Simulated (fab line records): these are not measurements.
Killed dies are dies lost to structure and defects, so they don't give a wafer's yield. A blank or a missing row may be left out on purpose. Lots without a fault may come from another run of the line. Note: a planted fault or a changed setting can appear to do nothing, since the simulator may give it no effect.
fab line records	flow n5-finfet
[record] lots = 9	wafers = 27	last-day = 18
route steps=1938 shown BEOL_M8@1371 PASSIVATION@1936
lots with no fault: from the same line, run without faults
start-h: start of the lot's first displayed wafer, in hours after the record's first day	wait-h: hours from the lot's prior step to this one	" same as the row above	L1.1+2: a row that stands for several wafers	- value missing, or start not given	* or withheld: withheld	< > ~ a bound
route shown NAME@n: names a module that has steps shown in the file, with the first one's number in the route	usual: mean/standard deviation of fault-free wafers	same: alike in all rows	chamber/n: place in a boat	sites: per-site readings	_std_site: the values' standard deviation	_edge_site: mean of outer sites minus mean of inner sites	radius-mm: how far each site lies from the wafer's centre	mask NAME#n: copy n	behind: the tool/chamber that last shaped the wafer	hold: cause of the lot's hold/its duration in hours/its outcome	device: which transistor (n, p or np) failed to switch	end of line: the tests these same wafers got at the end of their route	step lacking rows: just its recipe	killed: dies lost to structure and defects at the first sort, not the wafer's yield	map: a wafer's dies, marking killed ones x, the rest . and places with no die _
set.NAME: the setting the step ran with; set.NAME@STEP: the setting that earlier step ran with	model.NAME: the simulator's own value behind a step, which no gauge read
the route's steps for a sample of lots (tables are steps, rows are wafers)
services: when a tool's chamber went out of use (start-h, in hours from the record's first day, below 0 if earlier), for how many hours, and the reason
[[steps]]
[step N5_BEOL_M8_ETCH_66]
[recipe] chemistry = N2/H2	target = SOC	target-depth-a = 800	overetch-a = 160	mask-material = SiARC	temp-c = 40	time-s = 120	ion-energy-ev = 200	pressure-mtorr = 30	source-w = 840	bias-w = 150	n2-flow-sccm = 200	h2-flow-sccm = 200
[usual] drypump-motor-current-A = 5.7/0.4	oes-product-au = 0.63/0.073	rf-fwd-power-W = 835.1/2.7	rf-vpp-V = 523.9/2.9	showerhead-plenum-p-Torr = 2.55/0.1	throttle-valve-pct = 17.72/0.27
lot.wafer	tool	chamber	start-h	wait-h	drypump-motor-current-A	oes-product-au	rf-fwd-power-W	rf-hours-counter-h	rf-vpp-V	showerhead-plenum-p-Torr	throttle-valve-pct
L578.1	rie-diel-04	3	202.84	0.0	6.0	0.71	834.9	21	522.9	2.47	17.27
L578.4	"	0	"	"	5.6	0.65	836.8	-	527.6	2.71	17.91
L578.6	"	2	"	"	5.3	0.52	835.9	-	523.2	2.53	18.36
L577.2	rie-diel-05	0	206.22	0.0	5.1	0.70	834.6	17	526.9	2.62	17.33
L577.5	"	0	"	"	5.1	0.69	836.7	-	525.8	2.62	17.36
L577.6	"	2	"	"	5.5	0.56	836.9	-	517.6	2.32	17.71
L583.2	rie-diel-02	2	232.23	0.0	5.6	0.75	838.2	1	523.0	2.52	17.69
L583.4	"	1	"	"	5.9	0.69	835.9	-	524.6	2.61	17.66
L583.6	"	0	"	"	6.1	0.51	835.9	-	519.8	2.41	17.78
L586.1	rie-diel-05	2	261.28	0.0	5.5	0.55	837.2	201	517.7	2.31	17.76
L586.2	"	3	"	"	5.5	0.66	835.5	45	522.8	2.49	18.07
L586.5	"	3	"	"	5.5	0.66	834.3	-	523.3	2.49	18.08
L593.3	rie-diel-02	0	302.98	0.0	6.1	0.73	836.2	7	528.0	2.73	17.37
L593.4	"	0	"	"	6.2	0.73	839.3	-	529.6	2.73	17.36
L593.6	"	2	"	"	5.6	0.68	834.4	-	522.6	2.50	17.74
L595.1	rie-diel-05	3	315.26	0.0	5.5	0.66	834.7	58	521.9	2.48	18.08
L595.4	"	0	"	"	5.1	0.65	832.2	50	525.6	2.60	17.42
L595.6	"	0	"	"	5.1	0.64	831.7	-	525.9	2.60	17.41
L594.2	rie-diel-05	1	325.17	0.0	6.1	0.55	834.3	203	525.9	2.62	17.92
L594.4	"	3	"	"	5.5	0.65	841.5	61	523.1	2.48	18.08
L594.6	"	1	"	"	6.2	0.55	835.4	-	525.0	2.62	17.93
L598.2	rie-diel-04	1	336.37	0.0	5.5	0.72	835.8	7	525.2	2.61	17.36
L598.3	"	2	"	"	5.3	0.70	835.9	36	520.9	2.50	17.98
L598.5	"	2	"	"	5.3	0.70	834.1	-	521.5	2.50	17.96
L599.2	rie-diel-02	3	347.71	0.0	6.5	0.72	832.3	12	520.9	2.50	17.47
L599.4	"	2	"	"	5.6	0.65	835.7	47	522.8	2.50	17.78
L599.5	"	0	"	"	6.1	0.69	837.9	-	529.6	2.72	17.40
[step N5_BEOL_M8_TRENCH_ETCH_37]
[recipe] chemistry = C4F6/O2	target-depth-a = 934.78	target = SiCOH_lowk	time-s = 31.2	ion-energy-ev = 250	pressure-mtorr = 30	source-w = 345	bias-w = 185	Ar_flow_sccm = 300	C4F6_flow_sccm = 10	O2_flow_sccm = 10
[usual] drypump-motor-current-A = 5.7/0.4	oes_o_777_au = 0.82/0.1	oes-product-au = 0.82/0.098	rf-fwd-power-W = 340.4/1.5	rf-vpp-V = 652/20	showerhead-plenum-p-Torr = 2.85/0.11	throttle-valve-pct = 20.76/0.23
lot.wafer	tool	chamber	start-h	wait-h	drypump-motor-current-A	oes_o_777_au	oes-product-au	rf-fwd-power-W	rf-hours-counter-h	rf-vpp-V	showerhead-plenum-p-Torr	throttle-valve-pct
L578.1	rie-diel-04	3	203.03	-	6.1	0.88	0.91	341.3	21	675	2.80	20.56
L578.4	"	0	"	"	5.5	0.84	0.83	340.7	-	670	2.99	20.85
L578.6	"	2	"	"	5.3	0.65	0.66	340.9	-	647	2.80	21.20
L577.2	rie-diel-05	0	206.41	-	5.1	0.96	0.93	336.4	17	619	2.93	20.54
L577.5	"	0	"	"	5.1	0.96	0.94	337.0	-	617	2.93	20.53
L577.6	"	2	"	"	5.5	0.69	0.72	341.7	-	665	2.59	20.68
L583.2	rie-diel-02	2	232.42	-	5.6	0.96	0.96	340.5	1	633	2.79	20.68
L583.4	"	1	"	"	5.9	0.87	0.88	341.2	-	683	2.88	20.46
L583.6	"	0	"	"	6.1	0.72	0.68	341.8	-	630	2.72	20.91
L586.1	rie-diel-05	2	261.47	-	5.4	0.68	0.70	339.9	202	664	2.58	20.72
L586.2	"	3	"	"	5.6	0.90	0.90	341.6	45	649	2.81	21.26
L586.5	"	3	"	"	5.5	0.90	0.89	339.0	-	648	2.81	21.25
L593.3	rie-diel-02	0	303.18	-	6.1	1.01	0.95	342.2	7	641	3.05	20.55
L593.4	"	0	"	"	6.1	1.01	0.96	341.6	-	640	3.05	20.55
L593.6	"	2	"	"	5.6	0.87	0.87	343.3	-	631	2.78	20.71
L595.1	rie-diel-05	3	315.45	-	5.5	1.09	0.92	423.9	58	583	2.81	21.28
L595.4	"	0	"	"	5.1	1.12	0.91	420.3	50	555	2.92	20.59
L595.6	"	0	"	"	5.1	1.12	0.91	421.8	-	553	2.92	20.57
L594.2	rie-diel-05	1	325.36	-	6.1	0.87	0.75	420.9	203	598	2.92	21.04
L594.4	"	3	"	"	5.5	1.08	0.92	423.5	61	579	2.80	21.29
L594.6	"	1	"	"	6.1	0.86	0.76	420.7	-	598	2.92	21.04
L598.2	rie-diel-04	1	336.57	-	5.5	0.99	0.93	340.7	7	656	2.92	20.46
L598.3	"	2	"	"	5.3	0.88	0.88	341.2	36	645	2.78	20.86
L598.5	"	2	"	"	5.3	0.87	0.88	342.0	-	647	2.78	20.83
L599.2	rie-diel-02	3	347.90	-	6.6	0.92	0.92	337.7	12	646	2.82	20.56
L599.4	"	2	"	"	5.6	0.84	0.84	339.4	47	631	2.77	20.75
L599.5	"	0	"	"	6.1	0.95	0.91	341.3	-	640	3.04	20.58
[step N5_BEOL_M8_OCD_MEAS_38]
[usual] trench-depth-nm = 92.2/2.4
lot.wafer	tool	chamber	start-h	wait-h	trench-depth-nm
L578.1	ocd-01	-	203.19	-	90.1
L578.4	"	-	"	"	91.8
L578.6	"	-	"	"	89.9
L577.2	ocd-02	-	206.57	-	97.2
L577.5	"	-	"	"	98.0
L577.6	"	-	"	"	91.0
L583.2	ocd-02	-	232.58	-	92.2
L583.4	"	-	"	"	92.3
L583.6	"	-	"	"	92.8
L586.1	ocd-01	-	261.63	-	91.5
L586.2	"	-	"	"	96.8
L586.5	"	-	"	"	96.2
L593.3	ocd-01	-	303.34	-	94.7
L593.4	"	-	"	"	94.9
L593.6	"	-	"	"	93.3
L595.1	ocd-02	-	315.61	-	105.4
L595.4	"	-	"	"	104.8
L595.6	"	-	"	"	104.1
L594.2	ocd-01	-	325.52	-	99.4
L594.4	"	-	"	"	105.4
L594.6	"	-	"	"	99.1
L598.2	ocd-01	-	336.73	-	93.3
L598.3	"	-	"	"	90.8
L598.5	"	-	"	"	89.7
L599.2	ocd-01	-	348.06	-	90.1
L599.4	"	-	"	"	90.7
L599.5	"	-	"	"	94.1
[step N5_BEOL_M8_CD_MEAS_35]
[recipe] target-cd-nm = 40	polarity = opening
[usual] cd-nm = 40.0/0.76
lot.wafer	tool	chamber	start-h	wait-h	cd-nm
L578.1	cd-sem-03	-	203.34	0.0	39.4
L578.4	"	-	"	"	38.8
L578.6	"	-	"	"	39.5
L577.2	cd-sem-01	-	206.72	0.0	39.4
L577.5	"	-	"	"	39.3
L577.6	"	-	"	"	40.9
L583.2	cd-sem-02	-	232.73	0.0	40.0
L583.4	"	-	"	"	40.5
L583.6	"	-	"	"	40.3
L586.1	cd-sem-01	-	261.79	0.0	42.0
L586.2	"	-	"	"	40.0
L586.5	"	-	"	"	40.6
L593.3	cd-sem-01	-	303.49	0.0	39.4
L593.4	"	-	"	"	40.3
L593.6	"	-	"	"	39.4
L595.1	cd-sem-01	-	315.76	0.0	39.4
L595.4	"	-	"	"	40.2
L595.6	"	-	"	"	39.8
L594.2	cd-sem-02	-	325.67	0.0	39.3
L594.4	"	-	"	"	38.9
L594.6	"	-	"	"	39.1
L598.2	cd-sem-01	-	336.88	0.0	40.6
L598.3	"	-	"	"	41.1
L598.5	"	-	"	"	39.0
L599.2	cd-sem-03	-	348.22	0.0	41.1
L599.4	"	-	"	"	40.5
L599.5	"	-	"	"	40.2
[step N5_BEOL_M8_PRE_CLEAN_45]
[recipe] gas = H2/He	time-s = 30	temp-c = 250
[usual] heater-power-w = 332/32
lot.wafer	tool	chamber	start-h	wait-h	heater-power-w
L578.1	pvd-sputter-01	-	203.81	0.0	307
L578.4	"	-	"	"	334
L578.6	"	-	"	"	318
L577.2	pvd-sputter-01	-	207.29	0.0	318
L577.5	"	-	"	"	315
L577.6	"	-	"	"	238
L583.2	pvd-sputter-01	-	233.45	0.0	309
L583.4	"	-	"	"	323
L583.6	"	-	"	"	320
L586.1	pvd-sputter-01	-	262.67	0.0	231
L586.2	"	-	"	"	322
L586.5	"	-	"	"	309
L593.3	pvd-sputter-01	-	304.05	0.0	311
L593.4	"	-	"	"	236
L593.6	"	-	"	"	306
L595.1	pvd-sputter-02	-	317.43	0.0	373
L595.4	"	-	"	"	333
L595.6	"	-	"	"	346
L594.2	pvd-sputter-03	-	326.25	0.0	349
L594.4	"	-	"	"	304
L594.6	"	-	"	"	345
L598.2	pvd-sputter-03	-	338.16	0.0	346
L598.3	"	-	"	"	355
L598.5	"	-	"	"	299
L599.2	pvd-sputter-01	-	349.24	0.0	317
L599.4	"	-	"	"	323
L599.5	"	-	"	"	315
[step N5_BEOL_M8_THK_MEAS_53]
[recipe] thk-meas-gauge = xrf	reads = Cu_of_BEOL_M8_ECD_50
[usual] M8_THK = 78.0/2.7
lot.wafer	tool	chamber	start-h	wait-h	M8_THK[nm]
L578.1	film-metro-02	-	205.77	-	78.9
L578.4	"	-	"	"	78.1
L578.6	"	-	"	"	77.2
L577.2	film-metro-01	-	210.40	-	83.2
L577.5	"	-	"	"	81.4
L577.6	"	-	"	"	77.1
L583.2	film-metro-01	-	235.90	-	76.2
L583.4	"	-	"	"	77.5
L583.6	"	-	"	"	79.7
L586.1	film-metro-02	-	264.50	-	76.4
L586.2	"	-	"	"	84.2
L586.5	"	-	"	"	85.0
L593.3	film-metro-02	-	305.75	-	79.6
L593.4	"	-	"	"	79.9
L593.6	"	-	"	"	79.7
L595.1	film-metro-02	-	318.97	-	92.0
L595.4	"	-	"	"	90.4
L595.6	"	-	"	"	90.4
L594.2	film-metro-01	-	327.72	-	85.7
L594.4	"	-	"	"	88.6
L594.6	"	-	"	"	84.3
L598.2	film-metro-01	-	339.83	-	77.6
L598.3	"	-	"	"	76.8
L598.5	"	-	"	"	76.6
L599.2	film-metro-01	-	350.96	-	76.1
L599.4	"	-	"	"	77.4
L599.5	"	-	"	"	79.2
[step N5_BEOL_M8_RS_MEAS_57]
[recipe] thk-meas-gauge = four-point-probe	reads = Cu_of_BEOL_M8_ECD_50+Co_of_BEOL_M8_CVD_78+TaN_of_BEOL_M8_ALD_77
[usual] M8_RS = 0.294/0.012
lot.wafer	tool	chamber	start-h	wait-h	M8_RS[ohm/sq]
L578.1	film-metro-01	-	205.90	0.1	0.292
L578.4	"	-	"	"	0.293
L578.6	"	-	"	"	0.298
L577.2	film-metro-01	-	210.56	0.1	0.268
L577.5	"	-	"	"	0.276
L577.6	"	-	"	"	0.294
L583.2	film-metro-02	-	236.03	0.1	0.298
L583.4	"	-	"	"	0.295
L583.6	"	-	"	"	0.284
L586.1	film-metro-02	-	264.63	0.1	0.303
L586.2	"	-	"	"	0.271
L586.5	"	-	"	"	0.269
L593.3	film-metro-01	-	305.93	0.1	0.285
L593.4	"	-	"	"	0.287
L593.6	"	-	"	"	0.287
L595.1	film-metro-02	-	319.13	0.1	0.243
L595.4	"	-	"	"	0.247
L595.6	"	-	"	"	0.247
L594.2	film-metro-02	-	327.85	0.1	0.263
L594.4	"	-	"	"	0.253
L594.6	"	-	"	"	0.267
L598.2	film-metro-01	-	339.96	0.1	0.291
L598.3	"	-	"	"	0.293
L598.5	"	-	"	"	0.295
L599.2	film-metro-01	-	351.09	0.1	0.299
L599.4	"	-	"	"	0.295
L599.5	"	-	"	"	0.285
[step N5_PASSIVATION_PROBE_49]
[usual] defect-limited-yield = 91.2/1.6	killed_at_M0_to_M3 = 34/11	killed_at_M4_up = 13/5.2	killed-at-contacts = 13/6.3	killed-at-front-end = 40/14	killed-at-other = 3.2/2.4	killed-dies = 104/19	killed-open = 69/14	killed-short = 32/7.5	sort_bin_4_leakage = 0.00/0.04	sort_bin_5_function = 5.3/1.1	sort_bin_6_memory = 3.2/0.73	sort_bin_8_speed = 0.01/0.038	sort-n-pass = 1076/19
[same] gross-dies = 1180	killed-at-back-side = 0
lot.wafer	tool	chamber	start-h	wait-h	defect-limited-yield[%]	killed_at_M0_to_M3	killed_at_M4_up	killed-at-contacts	killed-at-front-end	killed-at-other	killed-dies	killed-open	killed-short	sort_bin_4_leakage[%]	sort_bin_5_function[%]	sort_bin_6_memory[%]	sort_bin_8_speed[%]	sort-n-pass
L578.1	prober-02	-	264.15	0.0	91.9	26	19	12	38	0	95	64	28	0	5.3	2.7	0.08	1084
L578.4	prober-02	-	264.30	0.2	90.9	20	12	22	50	3	107	81	26	0	6.3	2.7	0	1073
L578.6	prober-02	-	264.40	0.3	93.6	16	18	13	26	3	76	53	20	0	3.6	2.6	0	1104
L577.2	prober-02	-	277.20	0.1	90.6	10	7	19	72	3	111	77	31	0	5.4	3.6	0	1069
L577.5	prober-02	-	277.35	0.2	92.0	23	10	11	48	2	94	64	26	0.34	3.6	3.6	0	1082
L577.6	prober-02	-	277.40	0.3	90.5	24	16	12	59	1	112	74	37	0	6.2	3.1	0	1068
L583.2	prober-02	-	303.68	0.1	93.2	32	6	14	25	3	80	54	26	0	4.2	2.5	0	1100
L583.4	prober-02	-	303.78	0.2	93.4	26	7	17	24	4	78	54	21	0	4.0	2.5	0	1102
L583.6	prober-02	-	303.88	0.3	90.5	23	13	26	44	6	112	76	35	0	6.1	3.1	0	1068
L586.1	prober-02	-	328.90	0.0	89.5	30	12	18	60	4	124	82	40	0	6.3	4.1	0	1056
L586.2	prober-02	-	328.95	0.1	90.4	34	12	8	55	4	113	64	47	0	5.3	4.1	0.08	1066
L586.5	prober-02	-	329.10	0.2	90.2	37	11	15	48	5	116	76	39	0	5.8	3.6	0	1064
L593.3	prober-01	-	369.46	0.1	91.4	28	17	16	39	2	102	62	37	0	5.3	3.1	0	1078
L593.4	prober-01	-	369.51	0.2	91.4	40	23	15	24	0	102	67	29	0	5.0	3.1	0	1078
L593.6	prober-01	-	369.61	0.3	90.9	39	15	16	32	5	107	61	40	0	5.2	3.5	0	1073
L595.1	prober-02	-	387.37	0.0	91.8	33	8	13	41	2	97	69	24	0	4.7	3.1	0.17	1083
L595.4	prober-02	-	387.52	0.2	91.5	38	7	11	39	5	100	56	39	0	5.0	3.0	0	1080
L595.6	prober-02	-	387.62	0.3	91.4	50	10	6	34	1	101	70	28	0	5.8	2.6	0	1079
L594.2	prober-01	-	393.39	0.1	88.3	47	13	27	48	3	138	90	44	0	6.4	4.6	0	1042
L594.4	prober-01	-	393.49	0.2	92.8	21	12	18	31	3	85	49	27	0	4.7	1.8	0	1095
L594.6	prober-01	-	393.59	0.3	94.2	20	10	17	21	1	69	50	18	0	3.1	2.5	0	1111
L599.2	prober-01	-	421.60	0.1	87.5	52	8	5	80	2	147	99	46	0	8.4	3.6	0	1033
L599.4	prober-01	-	421.70	0.2	90.8	49	13	13	32	1	108	70	37	0	5.6	3.2	0	1072
L599.5	prober-01	-	421.75	0.2	91.5	26	10	9	50	5	100	71	28	0	5.6	2.7	0	1080
L598.2	prober-02	-	421.61	0.1	91.9	25	18	16	34	3	96	69	24	0	4.1	3.4	0	1084
L598.3	prober-02	-	421.66	0.1	90.9	26	22	8	51	0	107	73	31	0	5.7	3.3	0	1073
L598.5	prober-02	-	421.76	0.2	90.5	32	19	2	59	0	112	69	40	0	5.6	3.4	0	1068
// killed by level:class
L578.1 MOL_CONTACT_COAG:geometric-particle:open=11 FIN_SAQP:geometric-particle:short=9 FIN_SAQP:geometric-particle:open=7 DUMMY_GATE:geometric-particle:open=5 BEOL_M0_SAQP:geometric-particle:open=5 BEOL_M2:geometric-particle:open=5 BEOL_M4:geometric-particle:open=5 BEOL_M0:geometric-particle:open=4
L578.4 MOL_CONTACT_COAG:geometric-particle:open=18 FIN_SAQP:geometric-particle:open=12 BEOL_M2:geometric-particle:open=10 FIN_SAQP:geometric-particle:short=8 STI_FIN_REVEAL:geometric-particle:open=6 DUMMY_GATE:geometric-particle:open=5 STARTING-WAFER:geometric-particle:open=5 MOL_CONTACT_COAG:geometric-particle:short=4
L578.6 MOL_CONTACT_COAG:geometric-particle:open=11 BEOL_M4:geometric-particle:open=8 FIN_SAQP:geometric-particle:open=7 BEOL_M2:geometric-particle:open=7 STI_FIN_REVEAL:geometric-particle:open=6 BEOL_M5:geometric-particle:open=4 DUMMY_GATE:geometric-particle:short=3 BEOL_M0_SAQP:geometric-particle:short=3
L577.2 STI_FIN_REVEAL:geometric-particle:open=24 FIN_SAQP:geometric-particle:open=16 MOL_CONTACT_COAG:geometric-particle:open=16 GATE_CUT:geometric-particle:short=9 STI_FIN_REVEAL:geometric-particle:short=5 BEOL_M4:geometric-particle:open=5 FIN_SAQP:geometric-particle:short=3 MOL_CONTACT_COAG:geometric-particle:short=3
L577.5 STI_FIN_REVEAL:geometric-particle:open=17 MOL_CONTACT_COAG:geometric-particle:open=9 DUMMY_GATE:geometric-particle:open=7 GATE_CUT:geometric-particle:short=7 BEOL_M2:geometric-particle:open=6 BEOL_M0_SAQP:geometric-particle:open=6 FIN_SAQP:geometric-particle:open=4 FIN_SAQP:geometric-particle:short=3
L577.6 STI_FIN_REVEAL:geometric-particle:open=17 MOL_CONTACT_COAG:geometric-particle:open=11 FIN_SAQP:geometric-particle:short=10 BEOL_M4:geometric-particle:open=10 GATE_CUT:geometric-particle:short=8 BEOL_M0_SAQP:geometric-particle:open=8 FIN_SAQP:geometric-particle:open=6 BEOL_M0_SAQP:geometric-particle:short=6
L583.2 MOL_CONTACT_COAG:geometric-particle:open=12 STI_FIN_REVEAL:geometric-particle:open=9 BEOL_M0_SAQP:geometric-particle:open=9 BEOL_M0_SAQP:geometric-particle:short=8 BEOL_M3:geometric-particle:open=8 BEOL_M1:geometric-particle:open=3 STARTING-WAFER:geometric-particle:open=3 FIN_SAQP:geometric-particle:short=2
L583.4 MOL_CONTACT_COAG:geometric-particle:open=15 STI_FIN_REVEAL:geometric-particle:open=8 BEOL_M1:geometric-particle:open=6 BEOL_M2:geometric-particle:open=6 BEOL_M0_SAQP:geometric-particle:short=4 BEOL_M0_SAQP:geometric-particle:open=4 BEOL_M3:geometric-particle:open=4 ZERO_LAYER:coat-microbubble-printed=3
L583.6 STI_FIN_REVEAL:geometric-particle:open=19 MOL_CONTACT_COAG:geometric-particle:open=19 MOL_CONTACT_COAG:geometric-particle:short=7 STI_FIN_REVEAL:geometric-particle:short=6 BEOL_M0_SAQP:geometric-particle:short=5 SPACER0:geometric-particle:open=4 BEOL_M4:geometric-particle:open=4 BEOL_M3:geometric-particle:open=4
L586.1 FIN_SAQP:geometric-particle:open=23 BEOL_M2:geometric-particle:open=16 MOL_CONTACT_COAG:geometric-particle:open=13 FIN_SAQP:geometric-particle:short=11 MOL_CONTACT_COAG:geometric-particle:short=5 STI_FIN_REVEAL:geometric-particle:open=4 BEOL_M4:geometric-particle:open=4 DUMMY_GATE:geometric-particle:open=3
L586.2 FIN_SAQP:geometric-particle:short=23 FIN_SAQP:geometric-particle:open=11 BEOL_M2:geometric-particle:open=10 MOL_CONTACT_COAG:geometric-particle:open=7 BEOL_M0_SAQP:geometric-particle:open=7 BEOL_M0_SAQP:geometric-particle:short=4 BEOL_M3:geometric-particle:short=4 BEOL_M5:geometric-particle:open=4
L586.5 MOL_CONTACT_COAG:geometric-particle:open=14 FIN_SAQP:geometric-particle:short=10 BEOL_M0_SAQP:geometric-particle:open=9 BEOL_M0_SAQP:geometric-particle:short=8 GATE_CUT:geometric-particle:short=7 FIN_SAQP:geometric-particle:open=6 BEOL_M2:geometric-particle:open=6 BEOL_M4:geometric-particle:open=6
L593.3 MOL_CONTACT_COAG:geometric-particle:open=12 BEOL_M4:geometric-particle:open=8 FIN_SAQP:geometric-particle:short=7 GATE_CUT:geometric-particle:short=7 DUMMY_GATE:geometric-particle:open=6 BEOL_M1:geometric-particle:open=6 BEOL_M5:geometric-particle:open=6 STI_FIN_REVEAL:geometric-particle:open=5
L593.4 BEOL_M2:geometric-particle:open=12 BEOL_M4:geometric-particle:open=11 MOL_CONTACT_COAG:geometric-particle:short=8 BEOL_M3:geometric-particle:open=8 FIN_SAQP:geometric-particle:open=6 MOL_CONTACT_COAG:geometric-particle:open=5 BEOL_M0_SAQP:geometric-particle:open=5 FIN_SAQP:geometric-particle:short=4
L593.6 MOL_CONTACT_COAG:geometric-particle:open=10 STI_FIN_REVEAL:geometric-particle:open=10 BEOL_M0_SAQP:geometric-particle:open=9 BEOL_M0_SAQP:geometric-particle:short=9 BEOL_M2:geometric-particle:short=8 MOL_CONTACT_COAG:geometric-particle:short=6 BEOL_M2:geometric-particle:open=6 GATE_CUT:geometric-particle:short=4
L595.1 BEOL_M0_SAQP:geometric-particle:open=12 MOL_CONTACT_COAG:geometric-particle:open=11 FIN_SAQP:geometric-particle:short=7 STI_FIN_REVEAL:geometric-particle:open=7 BEOL_M1:geometric-particle:open=7 BEOL_M2:geometric-particle:open=6 FIN_SAQP:geometric-particle:open=5 DUMMY_GATE:geometric-particle:open=4
L595.4 BEOL_M0_SAQP:geometric-particle:short=12 MOL_CONTACT_COAG:geometric-particle:open=10 BEOL_M0_SAQP:geometric-particle:open=9 FIN_SAQP:geometric-particle:short=8 DUMMY_GATE:geometric-particle:open=6 GATE_CUT:geometric-particle:short=6 STI_FIN_REVEAL:geometric-particle:open=4 BEOL_M3:geometric-particle:open=4
L595.6 BEOL_M0_SAQP:geometric-particle:open=12 BEOL_M3:geometric-particle:open=11 BEOL_M0_SAQP:geometric-particle:short=10 BEOL_M1:geometric-particle:open=9 STARTING-WAFER:geometric-particle:open=6 FIN_SAQP:geometric-particle:open=5 FIN_SAQP:geometric-particle:short=5 DUMMY_GATE:geometric-particle:open=4
L594.2 MOL_CONTACT_COAG:geometric-particle:open=20 FIN_SAQP:geometric-particle:short=13 BEOL_M3:geometric-particle:open=11 FIN_SAQP:geometric-particle:open=8 STI_FIN_REVEAL:geometric-particle:open=7 MOL_CONTACT_COAG:geometric-particle:short=7 BEOL_M0_SAQP:geometric-particle:short=7 BEOL_M0_SAQP:geometric-particle:open=6
L594.4 MOL_CONTACT_COAG:geometric-particle:open=15 HKMG_FIN:area-etch=6 BEOL_M4:geometric-particle:open=5 DUMMY_GATE:geometric-particle:open=4 BEOL_M2:geometric-particle:short=4 BEOL_M3:geometric-particle:open=4 STI_FIN_REVEAL:geometric-particle:open=3 SDB:geometric-particle:short=3
L594.6 MOL_CONTACT_COAG:geometric-particle:open=13 BEOL_M1:geometric-particle:open=8 STI_FIN_REVEAL:geometric-particle:open=4 MOL_CONTACT_COAG:geometric-particle:short=4 BEOL_M0_SAQP:geometric-particle:open=4 FIN_SAQP:geometric-particle:open=3 GATE_CUT:geometric-particle:short=3 BEOL_M4:geometric-particle:open=3
L599.2 FIN_SAQP:geometric-particle:open=36 BEOL_M0_SAQP:geometric-particle:short=17 BEOL_M0_SAQP:geometric-particle:open=16 STI_FIN_REVEAL:geometric-particle:open=14 FIN_SAQP:geometric-particle:short=13 BEOL_M1:geometric-particle:open=13 GATE_CUT:geometric-particle:short=4 MOL_CONTACT_COAG:geometric-particle:open=4
L598.2 MOL_CONTACT_COAG:geometric-particle:open=14 STI_FIN_REVEAL:geometric-particle:open=12 BEOL_M4:geometric-particle:open=7 BEOL_M0_SAQP:geometric-particle:short=6 FIN_SAQP:geometric-particle:open=5 BEOL_M0_SAQP:geometric-particle:open=5 GATE_CUT:geometric-particle:open=4 BEOL_M0:geometric-particle:open=4
L598.3 FIN_SAQP:geometric-particle:open=23 BEOL_M4:geometric-particle:open=9 STI_FIN_REVEAL:geometric-particle:open=6 MOL_CONTACT_COAG:geometric-particle:open=6 BEOL_M0_SAQP:geometric-particle:short=5 BEOL_M0_SAQP:geometric-particle:open=5 BEOL_M1:geometric-particle:open=4 BEOL_M4:geometric-particle:short=4
L599.4 BEOL_M0_SAQP:geometric-particle:open=13 BEOL_M0_SAQP:geometric-particle:short=12 FIN_SAQP:geometric-particle:open=10 MOL_CONTACT_COAG:geometric-particle:open=10 BEOL_M1:geometric-particle:open=7 BEOL_M4:geometric-particle:open=6 FIN_SAQP:geometric-particle:short=5 BEOL_M0:geometric-particle:open=5
L599.5 FIN_SAQP:geometric-particle:short=13 FIN_SAQP:geometric-particle:open=12 STI_FIN_REVEAL:geometric-particle:open=10 BEOL_M0_SAQP:geometric-particle:open=8 MOL_CONTACT_COAG:geometric-particle:open=8 BEOL_M4:geometric-particle:open=5 BEOL_M0_SAQP:geometric-particle:short=4 BEOL_M0:geometric-particle:open=4
L598.5 FIN_SAQP:geometric-particle:open=15 STI_FIN_REVEAL:geometric-particle:open=14 FIN_SAQP:geometric-particle:short=11 BEOL_M0_SAQP:geometric-particle:open=9 BEOL_M4:geometric-particle:open=9 BEOL_M0_SAQP:geometric-particle:short=4 GATE_CUT:geometric-particle:open=4 GATE_CUT:geometric-particle:short=4
[[services]]
tool	chamber	start-h	hours	kind
rie-diel-05	3	201.47	13.7	repair
rie-diel-02	2	205.13	-	clean
rie-diel-02	2	205.13	-	consumable-replace:focus-ring
rie-diel-02	2	205.13	22.7	scheduled-down
rie-diel-02	2	205.13	22.7	vent-cycle
rie-diel-05	2	219.41	2.6	repair
rie-diel-02	3	230.91	5.1	repair
rie-diel-04	2	237.62	-	clean
rie-diel-04	2	237.62	-	consumable-replace:focus-ring
rie-diel-04	2	237.62	14.2	scheduled-down
rie-diel-04	2	237.62	14.2	vent-cycle
rie-diel-02	0	277.44	-	clean
rie-diel-02	0	277.44	-	consumable-replace:focus-ring
rie-diel-02	0	277.44	-	consumable-replace:showerhead
rie-diel-02	0	277.44	14.1	scheduled-down
rie-diel-02	0	277.44	14.1	vent-cycle
rie-diel-05	-	291.28	14.6	pm
rie-diel-02	3	294.33	-	clean
rie-diel-02	3	294.33	-	consumable-replace:focus-ring
rie-diel-02	3	294.33	19.3	scheduled-down
rie-diel-02	3	294.33	19.3	vent-cycle
rie-diel-04	1	306.00	-	clean
rie-diel-04	3	317.19	18.4	repair
rie-diel-02	2	328.01	2.4	repair
[[key]]
[first-sign] step = N5_BEOL_M8_TRENCH_ETCH_37	reading = rf-fwd-power-W	direction = up	sigmas = 55	usual = *	struck = *
[effect] step = N5_BEOL_M8_TRENCH_ETCH_37	reading = rf-vpp-V	direction = down	sigmas = 3.7	usual = 652	struck = 578
[effect] step = N5_BEOL_M8_OCD_MEAS_38	reading = trench-depth-nm	direction = up	sigmas = 4.5	usual = 92.2	struck = 103.0
[effect] step = N5_BEOL_M8_THK_MEAS_53	reading = M8_THK	direction = up	sigmas = 3.9	usual = 78.0	struck = 88.6
[effect] step = N5_BEOL_M8_RS_MEAS_57	reading = M8_RS	direction = down	sigmas = 3.4	usual = 0.294	struck = 0.253
met-at N5_BEOL_M8_TRENCH_ETCH_37
struck-lots L594,L595
not-acting-at N5_BEOL_M8_ETCH_66,N5_BEOL_M8_CD_MEAS_35,N5_BEOL_M8_PRE_CLEAN_45
onset-between 261.47 315.45
[fault] kind = process-parameter-drift	tool = rie-diel-05	chamber = -	onset-h = 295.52	steps = N5_BEOL_M8_TRENCH_ETCH_37	channel = source-w	offset = 82.8	shape = step	end-h = 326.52	acts-in = these-recipes-only	stated = 345
